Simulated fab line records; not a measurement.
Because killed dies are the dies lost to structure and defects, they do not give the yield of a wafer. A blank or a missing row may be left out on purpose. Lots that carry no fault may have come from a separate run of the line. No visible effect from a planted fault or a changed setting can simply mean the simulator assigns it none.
fab line records	flow n5_finfet
record lots=7	wafers=39
route steps=1938 shown BEOL_M6@1194 BEOL_M8@1377 BEOL_M11@1599
start_h: hours from the record's opening day to when the first of the lot's shown wafers began	wait_h: hours elapsed since this lot's preceding step	" as in the row above	L1.1+2: a row that stands for several wafers	- no value, or no start given	* or withheld: withheld	< > ~ a bound
route shown NAME@n: a module of which the file shows steps, and the number in the route of the first	usual: mean/standard deviation of fault-free wafers	same: alike in all rows	chamber/n: place in a boat	sites: readings site by site	_std_site: how widely they spread, as a standard deviation	_edge_site: the outer-site mean with the inner-site mean subtracted	radius_mm: how far each site lies from the wafer's centre	mask NAME#n: copy n	behind: the tool/chamber that last shaped the wafer	hold: the reason the lot was held/the length of the hold in hours/how it ended	device: the transistor (n, p or np) that didn't switch	end of line: tests of these same wafers at the route's end	a step without rows: its recipe alone	killed: the dies lost at the first sort to structure and to defects; this is not the yield of the wafer	map: per-die view of a wafer (x killed, . not killed, _ where there is no die)
set.NAME: the setting as run; set.NAME@STEP: as run at that earlier step	model.NAME: the simulator's own value behind a step, which no gauge read
lots run with intentionally changed settings; tables by step, rows by wafer
## steps
# step N5_BEOL_M6_ILD_DEP_00
# recipe material=SiCOH_lowk	target_thk_a=1797.5	temp_c=300	precursor=DEMS/porogen	pressure_torr=5	rf_w=500	time_s=33.4
lot.wafer	tool	chamber	start_h	wait_h	set.target_thk_a	model.SiCOH_lowk_of_BEOL_M6_ILD_DEP_00.thk_nm
L084.1	pecvd-03	2	232.85	0.0	1797.5	176.8
L084.2	"	1	"	"	1797.5	179.2
L084.3	"	0	"	"	1149	111.4
L084.4	"	1	"	"	1149	116.6
L084.5	"	2	"	"	1797.5	179.6
L084.6	"	0	"	"	1149	113.8
L083.1	pecvd-02	2	248.55	0.0	1797.5	176.6
L083.2	"	1	"	"	2854	283.4
L083.3	"	0	"	"	2854	281.6
L083.4	"	2	"	"	1797.5	180.6
L083.5	"	0	"	"	2854	288.2
L083.6	"	1	"	"	1797.5	181.2
L085.1	pecvd-02	0	254.34	0.0	765.1	75.2
L085.2	"	2	"	"	765.1	75.6
L085.3	"	2	"	"	1797.5	179.6
L085.4	"	0	"	"	1797.5	178.6
L085.5	"	2	"	"	1797.5	182
L085.6	"	0	"	"	765.1	77
L086.1	pecvd-04	2	255.06	0.0	2524	250
L086.2	"	0	"	"	1797.5	181
L086.3	"	1	"	"	1797.5	179.6
L086.4	"	1	"	"	2524	257.4
L086.5	"	0	"	"	2524	253.6
L086.6	"	2	"	"	1797.5	181.8
L091.1	pecvd-02	0	283.15	0.0	1797.5	177.4
L091.2+3	"	1,2	"	"	1797.5	178.4
L091.4	"	0	"	"	1797.5	181.6
L091.5	"	1	"	"	1797.5	182.8
L091.6	"	2	"	"	1797.5	182.6
L092.3	pecvd-02	2	292.03	0.0	1797.5	179.6
L092.4	"	1	"	"	1797.5	185
L092.5	"	2	"	"	1797.5	180.8
L094.1	pecvd-04	2	309.02	0.0	1797.5	176.2
L094.2	"	0	"	"	1797.5	177.2
L094.3	"	1	"	"	1035	103
L094.4	"	0	"	"	1035	104.2
L094.5	"	2	"	"	1797.5	178.8
L094.6	"	1	"	"	1035	102.8
# step N5_BEOL_M6_CURE_74
# recipe temp_c=385	time_s=240	ambient=He/Ar	material=SiCOH_lowk
lot.wafer	tool	chamber	start_h	wait_h	set.target_thk_a@BEOL_M6_ILD_DEP_00	model.SiCOH_lowk_of_BEOL_M6_ILD_DEP_00.thk_nm
L084.1	uv_cure-03	0	232.92	0.0	1797.5	152.4
L084.2	"	0	"	"	1797.5	154.6
L084.3	"	0	"	"	1149	95.6
L084.4	"	0	"	"	1149	100.2
L084.5	"	0	"	"	1797.5	155
L084.6	"	0	"	"	1149	97.8
L083.1	uv_cure-03	0	248.62	0.0	1797.5	152.2
L083.2	"	0	"	"	2854	245.8
L083.3	"	0	"	"	2854	244.4
L083.4	"	0	"	"	1797.5	155.8
L083.5	"	0	"	"	2854	250
L083.6	"	0	"	"	1797.5	156.4
L085.1	uv_cure-01	2	254.43	0.1	765.1	64.6
L085.2	"	2	"	"	765.1	64.8
L085.3	"	2	"	"	1797.5	154.8
L085.4	"	2	"	"	1797.5	154
L085.5	"	2	"	"	1797.5	157
L085.6	"	2	"	"	765.1	66
L086.1	uv_cure-02	2	255.12	0.0	2524	216.4
L086.2	"	2	"	"	1797.5	156.2
L086.3	"	2	"	"	1797.5	154.8
L086.4	"	2	"	"	2524	223
L086.5	"	2	"	"	2524	219.6
L086.6	"	2	"	"	1797.5	156.8
L091.1	uv_cure-02	2	283.22	0.0	1797.5	153
L091.2+3	"	2	"	"	1797.5	153.8
L091.4	"	2	"	"	1797.5	156.6
L091.5	"	2	"	"	1797.5	157.8
L091.6	"	2	"	"	1797.5	157.6
L092.3	uv_cure-03	0	292.25	0.2	1797.5	155
L092.4	"	0	"	"	1797.5	159.6
L092.5	"	0	"	"	1797.5	156
L094.1	uv_cure-01	1	309.08	0.0	1797.5	151.8
L094.2	"	1	"	"	1797.5	152.8
L094.3	"	1	"	"	1035	88.4
L094.4	"	1	"	"	1035	89.4
L094.5	"	1	"	"	1797.5	154.2
L094.6	"	1	"	"	1035	88.2
# step N5_BEOL_M6_THK_MEAS_01
# recipe reads=SiCOH_lowk_of_BEOL_M6_ILD_DEP_00
# usual M6_ILD_THK=154.9/2
lot.wafer	tool	chamber	start_h	wait_h	set.target_thk_a@BEOL_M6_ILD_DEP_00	M6_ILD_THK[nm]
L084.1	film_metro-02	-	233.43	0.4	1797.5	152.4
L084.2	"	-	"	"	1797.5	154.5
L084.3	"	-	"	"	1149	95.6
L084.4	"	-	"	"	1149	100.2
L084.5	"	-	"	"	1797.5	155.0
L084.6	"	-	"	"	1149	97.7
L083.1	film_metro-02	-	249.13	0.4	1797.5	152.1
L083.2	"	-	"	"	2854	246.0
L083.3	"	-	"	"	2854	244.1
L083.4	"	-	"	"	1797.5	155.8
L083.5	"	-	"	"	2854	249.9
L083.6	"	-	"	"	1797.5	156.4
L085.1	film_metro-02	-	254.94	0.4	765.1	64.5
L085.2	"	-	"	"	765.1	64.8
L085.3	"	-	"	"	1797.5	154.8
L085.4	"	-	"	"	1797.5	154.0
L085.5	"	-	"	"	1797.5	157.0
L085.6	"	-	"	"	765.1	66.1
L086.1	film_metro-02	-	255.64	0.4	2524	216.3
L086.2	"	-	"	"	1797.5	156.1
L086.3	"	-	"	"	1797.5	154.8
L086.4	"	-	"	"	2524	222.9
L086.5	"	-	"	"	2524	219.5
L086.6	"	-	"	"	1797.5	156.8
L091.1	film_metro-02	-	284.22	0.8	1797.5	152.9
L091.2	"	-	"	"	1797.5	153.8
L091.3	"	-	"	"	1797.5	153.6
L091.4	"	-	"	"	1797.5	156.5
L091.5	"	-	"	"	1797.5	157.7
L091.6	"	-	"	"	1797.5	157.6
L092.3	film_metro-01	-	292.61	0.3	1797.5	154.9
L092.4	"	-	"	"	1797.5	159.5
L092.5	"	-	"	"	1797.5	155.9
L094.1	film_metro-02	-	309.60	0.4	1797.5	151.9
L094.2	"	-	"	"	1797.5	152.8
L094.3	"	-	"	"	1035	88.4
L094.4	"	-	"	"	1035	89.4
L094.5	"	-	"	"	1797.5	154.0
L094.6	"	-	"	"	1035	88.3
# step N5_BEOL_M8_TRENCH_ETCH_37
# recipe chemistry=C4F6/O2	target_depth_a=934.78	target=SiCOH_lowk	time_s=31.2	ion_energy_ev=250	pressure_mtorr=30	source_w=345	bias_w=185	Ar_flow_sccm=300	C4F6_flow_sccm=10	O2_flow_sccm=10
lot.wafer	tool	chamber	start_h	wait_h	set.time_s	model.BEOL_M8.feature_depth_nm	model.etch.depth_nm	model.TiN_of_BEOL_M8_HM_DEP_02.thk_nm
L084.1	rie_diel-01	0	-	-	31.2	91.2	91.27	17
L084.2	"	1	"	"	12.96	38.6	38.63	18.8
L084.3	"	0	"	"	31.2	91	91.04	17.2
L084.4	"	1	"	"	12.96	38.6	38.65	18.6
L084.5	"	0	"	"	12.96	37.6	37.61	18.8
L084.6	"	1	"	"	31.2	93.4	93.42	17.2
L083.1	rie_diel-02	0	-	-	42.36	129.8	129.8	16.4
L083.2	"	1	"	"	42.36	125.8	125.7	16.6
L083.3	"	2	"	"	42.36	127.4	127.4	16.4
L083.4	"	3	"	"	31.2	93.2	93.15	17.4
L083.5	"	3	"	"	31.2	92.2	92.23	17.6
L083.6	"	0	"	"	31.2	95	94.95	17.2
L086.1	rie_diel-02	1	-	-	31.2	93.8	93.8	17
L086.2	"	0	"	"	31.2	95.2	95.2	17
L086.3	"	2	"	"	31.2	94.2	94.3	16.8
L086.4	"	3	"	"	15.53	46.4	46.48	18.4
L086.5	"	2	"	"	15.53	46.8	46.82	18.2
L086.6	"	1	"	"	15.53	47	47.02	18.2
L085.1	rie_diel-06	2	-	-	38.66	116	116	16.8
L085.2	"	3	"	"	31.2	93.4	93.38	17.4
L085.3	"	0	"	"	38.66	117.2	117.2	16.6
L085.4	"	3	"	"	38.66	116	115.9	16.8
L085.5	"	2	"	"	31.2	94	94.08	17.4
L085.6	"	0	"	"	31.2	94.8	94.79	17.4
L092.3	rie_diel-01	3	-	-	31.2	92.8	92.81	17.2
L092.4	"	0	"	"	31.2	91.2	91.25	17.4
L092.5	"	3	"	"	31.2	92.8	92.77	17.2
L094.1	rie_diel-06	2	-	-	31.2	92.8	92.7	17.6
L094.2	"	1	"	"	31.2	93.2	93.13	17.6
L094.3	"	3	"	"	31.2	93	93.09	17.8
L094.4	"	0	"	"	12.5	37.6	37.63	19.2
L094.5	"	2	"	"	12.5	36.8	36.82	19.4
L094.6	"	1	"	"	12.5	37	37.09	19.4
L091.1	rie_diel-06	3	-	-	31.2	93	93	17.4
L091.2	"	2	"	"	31.2	92	91.95	17.2
L091.3	"	1	"	"	40.27	119.8	119.7	16.4
L091.4	"	1	"	"	40.27	119.6	119.5	16.6
L091.5	"	2	"	"	31.2	92.2	92.14	17.2
L091.6	"	3	"	"	40.27	119	119	16.4
# step N5_BEOL_M8_ETCH_41
# recipe chemistry=CH3F/O2	target=SiCN	target_depth_a=319	taper_deg=2	time_s=57.8	ion_energy_ev=120	mask_material=TiN	pressure_mtorr=30	source_w=395	bias_w=75	Ar_flow_sccm=150	CH3F_flow_sccm=30	O2_flow_sccm=20
# step N5_BEOL_M8_STRIP_80
# recipe chemistry=N2/H2	time_s=10	power_w=450	temp_c=40	pressure_mtorr=20	rf_frequency_hz=6e+07	bias_power_w=7	n2_flow_sccm=200	h2_flow_sccm=200
# step N5_BEOL_M8_OCD_MEAS_38
# usual trench_depth_nm=93.0/1.2
lot.wafer	tool	chamber	start_h	wait_h	set.time_s@BEOL_M8_TRENCH_ETCH_37	trench_depth_nm
L084.1	ocd-02	-	252.25	-	31.2	91.3
L084.2	"	-	"	"	12.96	38.2
L084.3	"	-	"	"	31.2	91.0
L084.4	"	-	"	"	12.96	39.1
L084.5	"	-	"	"	12.96	37.5
L084.6	"	-	"	"	31.2	93.7
L083.1	ocd-01	-	266.73	-	42.36	129.8
L083.2	"	-	"	"	42.36	125.3
L083.3	"	-	"	"	42.36	127.4
L083.4	"	-	"	"	31.2	92.9
L083.5	"	-	"	"	31.2	92.3
L083.6	"	-	"	"	31.2	95.1
L086.1	ocd-02	-	274.94	-	31.2	93.6
L086.2	"	-	"	"	31.2	95.2
L086.3	"	-	"	"	31.2	94.9
L086.4	"	-	"	"	15.53	46.8
L086.5	"	-	"	"	15.53	47.0
L086.6	"	-	"	"	15.53	47.2
L085.1	ocd-02	-	277.65	-	38.66	116.0
L085.2	"	-	"	"	31.2	93.1
L085.3	"	-	"	"	38.66	117.2
L085.4	"	-	"	"	38.66	115.8
L085.5	"	-	"	"	31.2	94.5
L085.6	"	-	"	"	31.2	94.7
L092.3	ocd-01	-	311.85	-	31.2	92.6
L092.4	"	-	"	"	31.2	91.3
L092.5	"	-	"	"	31.2	92.8
L094.1	ocd-02	-	329.41	-	31.2	92.7
L094.2	"	-	"	"	31.2	93.3
L094.3	"	-	"	"	31.2	93.5
L094.4	"	-	"	"	12.5	37.6
L094.5	"	-	"	"	12.5	36.8
L094.6	"	-	"	"	12.5	36.9
L091.1	ocd-01	-	352.83	-	31.2	92.7
L091.2	"	-	"	"	31.2	92.0
L091.3	"	-	"	"	40.27	119.7
L091.4	"	-	"	"	40.27	119.4
L091.5	"	-	"	"	31.2	92.5
L091.6	"	-	"	"	40.27	119.2
# step N5_BEOL_M8_HM_STRIP_39
# recipe chemistry=peroxide_tin_strip	material=TiN	target_depth_a=250	temp_c=50	time_s=158
# step N5_BEOL_M8_SRD_40
# recipe time_s=30	temp_c=23	rinse_liquid=diw	dry=ipa_marangoni
# step N5_BEOL_M8_ECD_50
# recipe material=Cu	target_thk_a=3000
# step N5_BEOL_M8_ANNEAL_51
# recipe temp_c=225	time_s=90	ambient=N2
# step N5_BEOL_M8_CMP_52
# recipe stop_on=SiCOH_lowk	t_overpolish_s=6.9	down_force_psi=1	platen_rpm=50	clearing_platen_down_force_psi=1.5	clearing_platen_rpm=50	post_cmp_clean=cu_alkaline	target_thk_nm=80	clearing_platen_pad_velocity_m_s=0.99484	pad_velocity_m_s=0.99484
lot.wafer	tool	chamber	start_h	wait_h	set.time_s@BEOL_M8_TRENCH_ETCH_37	model.Cu_of_BEOL_M8_ECD_50.thk_nm
L084.2	cmp-03	2	254.17	0.2	12.96	26.6
L084.1	"	3	"	"	31.2	79.4
L084.3	"	0	"	"	31.2	78.4
L084.4	"	1	"	"	12.96	25.8
L084.6	"	2	"	"	31.2	80.6
L084.5	"	3	"	"	12.96	25.2
L083.3	cmp-03	3	269.47	0.2	42.36	113.6
L083.1	"	0	"	"	42.36	116.8
L083.4	"	1	"	"	31.2	80.4
L083.2	"	2	"	"	42.36	113.2
L083.6	"	3	"	"	31.2	82.4
L083.5	"	0	"	"	31.2	79.4
L086.4	cmp-03	2	278.16	0.1	15.53	33.6
L086.3	"	3	"	"	31.2	80.8
L086.2	"	0	"	"	31.2	82.2
L086.1	"	1	"	"	31.2	80.6
L086.6	"	2	"	"	15.53	34.4
L086.5	"	3	"	"	15.53	34
L085.4	cmp-04	3	279.89	0.1	38.66	102
L085.1	"	0	"	"	38.66	101.4
L085.2	"	1	"	"	31.2	78.8
L085.3	"	2	"	"	38.66	102.2
L085.5	"	3	"	"	31.2	79
L085.6	"	0	"	"	31.2	80.8
L092.4	cmp-02	2	314.97	0.1	31.2	76.6
L092.3	"	0	"	"	31.2	79.6
L092.5	"	2	"	"	31.2	80.4
L094.2	cmp-04	1	332.13	0.2	31.2	79
L094.3	"	2	"	"	31.2	80
L094.4	"	3	"	"	12.5	25
L094.1	"	0	"	"	31.2	80.4
L094.6	"	1	"	"	12.5	23.4
L094.5	"	2	"	"	12.5	22.6
L091.4+6	cmp-04	0	355.65	0.1	40.27	105.8
L091.1	"	1	"	"	31.2	79.4
L091.2	"	2	"	"	31.2	78.4
L091.3	"	3	"	"	40.27	106.8
L091.5	"	1	"	"	31.2	77.8
# step N5_BEOL_M8_THK_MEAS_53
# recipe thk_meas_gauge=xrf	reads=Cu_of_BEOL_M8_ECD_50
# usual M8_THK=79.6/1.7
lot.wafer	tool	chamber	start_h	wait_h	set.time_s@BEOL_M8_TRENCH_ETCH_37	M8_THK[nm]
L084.1	film_metro-02	-	254.46	-	31.2	79.8
L084.2	"	-	"	"	12.96	26.9
L084.3	"	-	"	"	31.2	78.6
L084.4	"	-	"	"	12.96	25.9
L084.5	"	-	"	"	12.96	25.3
L084.6	"	-	"	"	31.2	80.7
L083.1	film_metro-01	-	269.76	-	42.36	115.9
L083.2	"	-	"	"	42.36	112.7
L083.3	"	-	"	"	42.36	113.0
L083.4	"	-	"	"	31.2	80.2
L083.5	"	-	"	"	31.2	79.1
L083.6	"	-	"	"	31.2	82.2
L086.1	film_metro-01	-	278.46	-	31.2	80.8
L086.2	"	-	"	"	31.2	82.7
L086.3	"	-	"	"	31.2	80.8
L086.4	"	-	"	"	15.53	33.6
L086.5	"	-	"	"	15.53	34.0
L086.6	"	-	"	"	15.53	34.6
L085.1	film_metro-01	-	280.18	-	38.66	101.0
L085.2	"	-	"	"	31.2	78.6
L085.3	"	-	"	"	38.66	101.8
L085.4	"	-	"	"	38.66	101.6
L085.5	"	-	"	"	31.2	78.7
L085.6	"	-	"	"	31.2	80.1
L092.3	film_metro-01	-	315.27	-	31.2	79.2
L092.4	"	-	"	"	31.2	76.1
L092.5	"	-	"	"	31.2	79.6
L094.1	film_metro-01	-	332.42	-	31.2	80.0
L094.2	"	-	"	"	31.2	78.4
L094.3	"	-	"	"	31.2	79.6
L094.4	"	-	"	"	12.5	24.9
L094.5	"	-	"	"	12.5	22.5
L094.6	"	-	"	"	12.5	23.2
L091.1	film_metro-01	-	355.95	-	31.2	80.0
L091.2	"	-	"	"	31.2	78.7
L091.3	"	-	"	"	40.27	107.3
L091.4	"	-	"	"	40.27	106.6
L091.5	"	-	"	"	31.2	78.6
L091.6	"	-	"	"	40.27	106.8
# step N5_BEOL_M8_PRE_CLEAN_55
# recipe gas=NH3	time_s=15	temp_c=withheld	rf_power_w=300
# step N5_BEOL_M8_DEP_56
# recipe material=SiCN	target_thk_a=100	temp_c=withheld	precursor=3MS/NH3	pressure_torr=3	rf_w=202	time_s=17.5
# step N5_BEOL_M8_RS_MEAS_57
# recipe thk_meas_gauge=four-point-probe	reads=Cu_of_BEOL_M8_ECD_50+Co_of_BEOL_M8_CVD_78+TaN_of_BEOL_M8_ALD_77
# usual M8_RS=0.288/0.0068
lot.wafer	tool	chamber	start_h	wait_h	set.time_s@BEOL_M8_TRENCH_ETCH_37	M8_RS[ohm/sq]
L084.1	film_metro-02	-	254.60	0.1	31.2	0.288
L084.2	"	-	"	"	12.96	1.153
L084.3	"	-	"	"	31.2	0.294
L084.4	"	-	"	"	12.96	1.208
L084.5	"	-	"	"	12.96	1.240
L084.6	"	-	"	"	31.2	0.284
L083.1	film_metro-01	-	269.89	0.1	42.36	0.186
L083.2	"	-	"	"	42.36	0.192
L083.3	"	-	"	"	42.36	0.191
L083.4	"	-	"	"	31.2	0.285
L083.5	"	-	"	"	31.2	0.289
L083.6	"	-	"	"	31.2	0.277
L086.1	film_metro-01	-	278.62	0.1	31.2	0.284
L086.2	"	-	"	"	31.2	0.277
L086.3	"	-	"	"	31.2	0.284
L086.4	"	-	"	"	15.53	0.851
L086.5	"	-	"	"	15.53	0.833
L086.6	"	-	"	"	15.53	0.819
L085.1	film_metro-01	-	280.31	0.1	38.66	0.218
L085.2	"	-	"	"	31.2	0.290
L085.3	"	-	"	"	38.66	0.216
L085.4	"	-	"	"	38.66	0.216
L085.5	"	-	"	"	31.2	0.291
L085.6	"	-	"	"	31.2	0.283
L092.3	film_metro-02	-	315.43	0.1	31.2	0.288
L092.4	"	-	"	"	31.2	0.301
L092.5	"	-	"	"	31.2	0.285
L094.1	film_metro-02	-	332.55	0.1	31.2	0.285
L094.2	"	-	"	"	31.2	0.290
L094.3	"	-	"	"	31.2	0.287
L094.4	"	-	"	"	12.5	1.266
L094.5	"	-	"	"	12.5	1.448
L094.6	"	-	"	"	12.5	1.387
L091.1	film_metro-01	-	356.08	0.1	31.2	0.290
L091.2	"	-	"	"	31.2	0.293
L091.3	"	-	"	"	40.27	0.206
L091.4	"	-	"	"	40.27	0.207
L091.5	"	-	"	"	31.2	0.297
L091.6	"	-	"	"	40.27	0.208
# step N5_BEOL_M11_DEP_56
# recipe material=SiCN	target_thk_a=300	temp_c=withheld	precursor=3MS/NH3	pressure_torr=3	rf_w=675	time_s=10.5
lot.wafer	tool	chamber	start_h	wait_h	set.target_thk_a	model.SiCN_of_BEOL_M11_DEP_56.thk_nm
L084.1+2	pecvd-04	1,2	275.08	0.0	300	29.8
L084.3+6	"	0	"	"	300	30
L084.4+5	"	2,1	"	"	300	30.4
L083.1+2+3	pecvd-02	0,2,1	293.66	0.0	300	29.6
L083.4+6	"	1,2	"	"	300	29.8
L083.5	"	0	"	"	300	30.2
L086.1+4	pecvd-04	1	302.54	0.0	300	29.8
L086.2	"	0	"	"	142.3	13.8
L086.3	"	2	"	"	300	30
L086.5	"	2	"	"	142.3	14.4
L086.6	"	0	"	"	142.3	14.6
L085.1	pecvd-01	2	305.04	0.0	300	29.8
L085.2	"	0	"	"	300	30
L085.3	"	1	"	"	363.6	35.6
L085.4	"	2	"	"	300	30.4
L085.5	"	1	"	"	363.6	36.2
L085.6	"	0	"	"	363.6	36.6
L092.3	pecvd-04	0	334.89	0.0	300	30
L092.4	"	2	"	"	300	30.6
L092.5	"	0	"	"	300	30.2
L094.1	pecvd-04	2	353.68	0.0	300	29.6
L094.2	"	1	"	"	131.7	12.8
L094.3	"	0	"	"	300	29.4
L094.4	"	1	"	"	300	29.8
L094.5	"	0	"	"	131.7	13.4
L094.6	"	2	"	"	131.7	13.2
L091.1	pecvd-02	1	383.29	0.0	300	29.8
L091.2	"	0	"	"	399.7	40
L091.3	"	2	"	"	399.7	39.8
L091.4	"	2	"	"	300	30
L091.5	"	0	"	"	300	30.4
L091.6	"	1	"	"	399.7	40.4
## key
split step=N5_BEOL_M6_ILD_DEP_00	setting=target_thk_a	stated=1797.5	by=wafer
response step=N5_BEOL_M6_ILD_DEP_00	reading=model.SiCOH_lowk_of_BEOL_M6_ILD_DEP_00.thk_nm	change=+1.79	per=1%	r=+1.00
response step=N5_BEOL_M6_CURE_74	reading=model.SiCOH_lowk_of_BEOL_M6_ILD_DEP_00.thk_nm	change=+1.56	per=1%	r=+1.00
response step=N5_BEOL_M6_THK_MEAS_01	reading=M6_ILD_THK	change=+1.56	per=1%	r=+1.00
split step=N5_BEOL_M8_TRENCH_ETCH_37	setting=time_s	stated=31.2	by=wafer
response step=N5_BEOL_M8_TRENCH_ETCH_37	reading=model.BEOL_M8.feature_depth_nm	change=+0.934	per=1%	r=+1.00
response step=N5_BEOL_M8_TRENCH_ETCH_37	reading=model.etch.depth_nm	change=+0.933	per=1%	r=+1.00
response step=N5_BEOL_M8_TRENCH_ETCH_37	reading=model.TiN_of_BEOL_M8_HM_DEP_02.thk_nm	change=-0.0272	per=1%	r=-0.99
response step=N5_BEOL_M8_OCD_MEAS_38	reading=trench_depth_nm	change=+0.935	per=1%	r=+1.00
response step=N5_BEOL_M8_CMP_52	reading=model.Cu_of_BEOL_M8_ECD_50.thk_nm	change=+0.933	per=1%	r=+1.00
response step=N5_BEOL_M8_THK_MEAS_53	reading=M8_THK	change=+0.932	per=1%	r=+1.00
response step=N5_BEOL_M8_RS_MEAS_57	reading=M8_RS	change=-0.0125	per=1%	r=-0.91
split step=N5_BEOL_M11_DEP_56	setting=target_thk_a	stated=300	by=wafer
response step=N5_BEOL_M11_DEP_56	reading=model.SiCN_of_BEOL_M11_DEP_56.thk_nm	change=+0.295	per=1%	r=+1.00
